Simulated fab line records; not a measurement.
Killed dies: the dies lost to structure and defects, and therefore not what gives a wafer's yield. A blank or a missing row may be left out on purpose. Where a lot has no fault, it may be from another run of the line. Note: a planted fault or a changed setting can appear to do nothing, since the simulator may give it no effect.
Chamber matching -- flow nandHarc -- rieDiel-12 running NHARC_A_STAIRCASE_DESCUM_443: 4 sister chambers
The step chemistry O2, time 3 s. 7 wafers are shown with their chamber, then 7 later ones without.

WAFERS, EACH WITH ITS CHAMBER
wafer,chamber,showerheadPlenumPTorr (Torr),drypumpMotorCurrentA (A)
L082.2,2,2.04,5.6
L082.5,1,1.86,6.0
L083.2,2,2.04,5.6
L083.3,3,2.01,5.2
L083.5,0,1.85,5.7
L091.1,0,1.85,5.6
L091.3,3,2.00,5.2

WAFERS MISSING THEIR CHAMBER
wafer,showerheadPlenumPTorr (Torr),drypumpMotorCurrentA (A)
L091.4,2.03,5.5
L090.1,2.03,5.5
L090.2,1.85,5.6
L090.6,1.85,5.7
L095.1,1.85,5.6
L095.2,2.03,5.6
L095.4,2.00,5.2

CHAMBER TAKEN BY EACH
wafer,from the rows above,in truth
L091.4,2,2
L090.1,2,2
L090.2,0,0
L090.6,0,0
L095.1,0,0
L095.2,2,2
L095.4,3,3
Correctly placed: 7 of 7. Left unplaced by these rows: 0. Wrongly placed: 0.
How it was worked out, from the rows above alone: a wafer's distance from a chamber is the root of the sum, over the readings, of the square of ((its reading less the chamber's mean) divided by the reading's scatter). If the next closest chamber is less than 2 further off than the closest, the wafer can't be placed; otherwise it belongs to the closest. Each chamber's mean is taken over the wafers shown for it. How the scatter is found: for the shown wafers, subtract from each reading the mean of its chamber, square and add these, divide the total by (wafers less chambers), then take the root.
